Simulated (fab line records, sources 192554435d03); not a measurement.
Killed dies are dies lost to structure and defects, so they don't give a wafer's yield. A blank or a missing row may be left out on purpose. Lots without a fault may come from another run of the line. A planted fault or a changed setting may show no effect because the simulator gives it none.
Split-lot experiment | flow n5_finfet | 7 lots, 39 wafers read, on a route of 1938 steps

THE SPLIT
At N5_HKMG_FIN_ETCH_35 (etches SOC in N2/H2, target depth 215.8 nm, time 243.4 s), the setting source_w was moved away from the recipe's 3000 W on 12 of the 39 wafers read, by -19.0% to +16.6%. The other wafers ran this setting at the recipe's value.

The reading is taken at the split's own step.

THE READING
rf_vpp_V, in V, at N5_HKMG_FIN_ETCH_35 (etches SOC in N2/H2, target depth 215.8 nm, time 243.4 s). Fault-free wafers of this fab line usually give 141.4 V, standard deviation 1.2 V.

wafer  | tool, chamber at the split | source_w as run, W | against the recipe | rf_vpp_V, V | against lot-mates on the recipe
L076.1 | rie_diel-05, 3             | 3000               | recipe             | 140.5       | -
L076.2 | rie_diel-05, 0             | 3000               | recipe             | 139.0       | -
L076.3 | rie_diel-05, 1             | 3000               | recipe             | 140.7       | -
L076.4 | rie_diel-05, 2             | 3000               | recipe             | 140.0       | -
L076.5 | rie_diel-05, 3             | 3000               | recipe             | 140.0       | -
L076.6 | rie_diel-05, 0             | 3000               | recipe             | 140.8       | -
L079.1 | rie_diel-03, 3             | 3000               | recipe             | 142.5       | -
L079.2 | rie_diel-03, 0             | 3000               | recipe             | 139.7       | -
L079.4 | rie_diel-03, 1             | 3000               | recipe             | 142.3       | -
L082.1 | rie_diel-03, 1             | 3000               | recipe             | 141.4       | -
L082.2 | rie_diel-03, 2             | 3000               | recipe             | 139.3       | -
L082.3 | rie_diel-03, 0             | 3000               | recipe             | 143.0       | -
L082.4 | rie_diel-03, 3             | 3000               | recipe             | 144.4       | -
L082.5 | rie_diel-03, 1             | 3000               | recipe             | 141.3       | -
L082.6 | rie_diel-03, 0             | 3000               | recipe             | 141.7       | -
L088.1 | rie_diel-03, 0             | 3000               | recipe             | 140.9       | -
L088.2 | rie_diel-03, 3             | 3327               | +10.9%             | 135.1       | -6.1
L088.3 | rie_diel-03, 2             | 3000               | recipe             | 139.7       | -
L088.4 | rie_diel-03, 1             | 3327               | +10.9%             | 137.8       | -3.4
L088.5 | rie_diel-03, 1             | 3327               | +10.9%             | 136.5       | -4.7
L088.6 | rie_diel-03, 0             | 3000               | recipe             | 142.9       | -
L090.1 | rie_diel-03, 1             | 3208               | +6.9%              | 140.0       | -0.7
L090.2 | rie_diel-03, 0             | 3000               | recipe             | 140.3       | -
L090.3 | rie_diel-03, 2             | 3000               | recipe             | 139.4       | -
L090.4 | rie_diel-03, 3             | 3000               | recipe             | 142.3       | -
L090.5 | rie_diel-03, 1             | 3208               | +6.9%              | 138.9       | -1.8
L090.6 | rie_diel-03, 2             | 3208               | +6.9%              | 135.7       | -5.0
L091.1 | rie_diel-05, 0             | 3000               | recipe             | 141.6       | -
L091.2 | rie_diel-05, 1             | 3000               | recipe             | 141.0       | -
L091.3 | rie_diel-05, 3             | 3498               | +16.6%             | 133.2       | -7.9
L091.4 | rie_diel-05, 1             | 3000               | recipe             | 140.7       | -
L091.5 | rie_diel-05, 3             | 3498               | +16.6%             | 133.2       | -7.9
L091.6 | rie_diel-05, 0             | 3498               | +16.6%             | 132.6       | -8.5
L095.1 | rie_diel-05, 0             | 2431               | -19.0%             | 151.4       | +9.2
L095.2 | rie_diel-05, 2             | 2431               | -19.0%             | 154.1       | +11.9
L095.3 | rie_diel-05, 3             | 2431               | -19.0%             | 154.0       | +11.8
L095.4 | rie_diel-05, 1             | 3000               | recipe             | 141.2       | -
L095.5 | rie_diel-05, 3             | 3000               | recipe             | 143.3       | -
L095.6 | rie_diel-05, 2             | 3000               | recipe             | 142.2       | -

THE FIT
A straight line over all 39 wafers: rf_vpp_V changes by -0.549 V for each +1% of source_w; r = -0.95; the points scatter about the line by 1.5 V.
The same after taking each lot's own level away (the mean of its wafers on the recipe; 39 wafers): -0.517 V for each +1%; r = -0.96; scatter 1.3 V.
On that fit, the largest move of source_w shifts the reading by 9.8 V.
The lots' own levels span 140.17 to 142.23 V, that is 1.7 times the standard deviation above.
So the lot-to-lot level changes the slope little: the two slopes agree.
Check: with one of the wafers moved furthest among these (-19.0%) left out of the fit, the line predicts +10.3 V for it against its lot-mates. It came out at +9.17 V against them.
Tool readings at the split's step, against how far the setting was moved: rf_vpp_V r = -0.95.

OTHER SPLITS ON THESE WAFERS
These wafers also went through other splits before the reading. Each is held against what the fit with the lots' levels taken away leaves over:
other split on the same wafers  | wafers away from the commonest value | r with rf_vpp_V (lot level and that fit taken away)
N5_DUMMY_GATE_EXPOSE_12 dose_mj | 9                                    | -0.06
N5_DUMMY_GATE_ETCH_32 time_s    | 12                                   | +0.08

THE WHOLE CHAIN: every reading that the file lists as answering this split, in the file's order
step                | what it does                                             | reading                                                                         | change (the file's fit)              | r (the file's)
N5_HKMG_FIN_ETCH_35 | etches SOC in N2/H2, target depth 215.8 nm, time 243.4 s | rf_vpp_V                                                                        | -0.511 V for each +1% of the setting | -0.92
N5_HKMG_FIN_ETCH_35 | etches SOC in N2/H2, target depth 215.8 nm, time 243.4 s | SOC_of_HKMG_FIN_COAT_29.thk_nm (the simulator's own value, which no gauge read) | -1.92 nm for each +1% of the setting | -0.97
N5_HKMG_FIN_ETCH_35 | etches SOC in N2/H2, target depth 215.8 nm, time 243.4 s | etch.depth_nm (the simulator's own value, which no gauge read)                  | +1.91 nm for each +1% of the setting | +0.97
N5_HKMG_FIN_ETCH_35 | etches SOC in N2/H2, target depth 215.8 nm, time 243.4 s | HKMG_FIN.feature_depth_nm (the simulator's own value, which no gauge read)      | +1.91 nm for each +1% of the setting | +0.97

THE FILE'S OWN FIT
rf_vpp_V changes by -0.511 V for each +1% of source_w, r = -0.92.
